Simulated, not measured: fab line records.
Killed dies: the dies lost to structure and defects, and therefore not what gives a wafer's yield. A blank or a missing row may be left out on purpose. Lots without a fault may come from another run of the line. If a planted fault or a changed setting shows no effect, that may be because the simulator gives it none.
A struck lot beside a sound one | flow nand harc | 14 steps out of a route of 1302
Sound: these wafers, L722.2, L722.5, L722.6. The struck wafers were L735.2, L735.4, L735.5. Last of all comes the cause.
For every step that has rows: the tool of each side, followed by ch and its chambers, followed by its first start. Under that, the readings that differ: sound wafers | struck wafers | difference of the means | sigmas: that difference in standard deviations of wafers without a fault.
alike: readings whose means differ by less than 2 such deviations, and words and numbers that are the same on both sides. not compared: withheld readings, readings that some wafer has no value for, bounds like >300 that may hide the same value, and numbers for which the record gives no deviation and whose values overlap.
Wherever a step has rows on one side only, a row that says differs or no value, or a row with sigmas, the two part there. Non-overlapping numbers with no deviation appear without sigmas and do not part them. A reading missing from all wafers of one side parts the sides only when that side holds two or more wafers.

first, 4 steps without rows for these wafers: NHARC_A_STAIRCASE_HARDBAKE_10 (time 140 s); NHARC_A_STAIRCASE_DESCUM_11 (chemistry O2, time 3 s); NHARC_A_STAIRCASE_TRIM_12 (chemistry O2, time 211.2 s); NHARC_A_STAIRCASE_ETCH_13 (etches the open film in C4F8/O2, target depth 100 nm, time 40.5 s).
NHARC_A_STAIRCASE_TRIM_14: chemistry O2, time 211.2 s.
  sound: rie diel-08 ch 2,3; struck: rie diel-08 ch 1,3
  alike: drypump motor current A, oes product au, rf vpp V, showerhead plenum p Torr, throttle valve pct
  not compared: rf hours counter h
NHARC_A_STAIRCASE_ETCH_15: etches the open film in C4F8/O2, target depth 100 nm, time 40.5 s.
  sound: rie diel-08 ch 0,3; struck: rie diel-08 ch 0,2,3
  reading               | sound             | struck            | difference | sigmas
  oes product au (a.u.) | 0.935 0.930 0.952 | 0.958 0.960 0.980 | +0.027     | +2
  alike: bias w, chamber pressure mTorr, rf vpp V
  not compared: rf hours counter h
then, 1 step without rows for these wafers: NHARC_A_STAIRCASE_TRIM_16 (chemistry O2, time 211.2 s).
NHARC_A_STAIRCASE_ETCH_17: etches the open film in C4F8/O2, target depth 100 nm, time 40.5 s.
  sound: rie diel-08 ch 1,2; struck: rie diel-08 ch 0,2
  alike: bias w, chamber pressure mTorr, oes product au, rf vpp V
  not compared: rf hours counter h
then, 1 step without rows for these wafers: NHARC_A_STAIRCASE_TRIM_18 (chemistry O2, time 211.2 s).
NHARC_A_STAIRCASE_ETCH_19: etches the open film in C4F8/O2, target depth 100 nm, time 40.5 s.
  sound: rie diel-08 ch 0,1,3; struck: rie diel-08 ch 1,2,3
  alike: bias w, chamber pressure mTorr, oes product au, rf vpp V
  not compared: rf hours counter h
then, 1 step without rows for these wafers: NHARC_A_STAIRCASE_TRIM_20 (chemistry O2, time 211.2 s).
NHARC_A_STAIRCASE_ETCH_21: etches the open film in C4F8/O2, target depth 100 nm, time 40.5 s.
  sound on rie diel-01 ch 0,2,3, day 20 00:31; struck on rie diel-08 ch 1,2,3, day 25 01:31
  no value came back on the struck wafers for bias w (W), chamber pressure mTorr (mTorr), oes product au (a.u.), rf vpp V (V); on the sound wafers bias w (W) reads 1002 1008 1000
  not compared: rf hours counter h
NHARC_A_STAIRCASE_TRIM_22: chemistry O2, time 211.2 s.
  sound: rie diel-01 ch 0,3; struck: rie diel-08 ch 0,2,3
  reading               | sound             | struck            | difference | sigmas
  oes product au (a.u.) | 0.983 0.983 0.994 | 1.023 1.006 1.005 | +0.025     | +3
  alike: drypump motor current A, rf vpp V, showerhead plenum p Torr, throttle valve pct
  not compared: rf hours counter h
-- break in the record here, with 9 days between the starts of the struck wafers on either side (left off in module A_STAIRCASE, picked up again in module END, where the first step shown is number 1302 on the route) --
NHARC_END_SORT_01:
  at this point the record logs the struck wafers (prober-02 ch 0, day 34 11:53) and has no rows for the sound ones

## WHERE THEY PART
Last at NHARC_END_SORT_01 as far as this record goes, first at NHARC_A_STAIRCASE_ETCH_15.

WHY: what the simulator had put in
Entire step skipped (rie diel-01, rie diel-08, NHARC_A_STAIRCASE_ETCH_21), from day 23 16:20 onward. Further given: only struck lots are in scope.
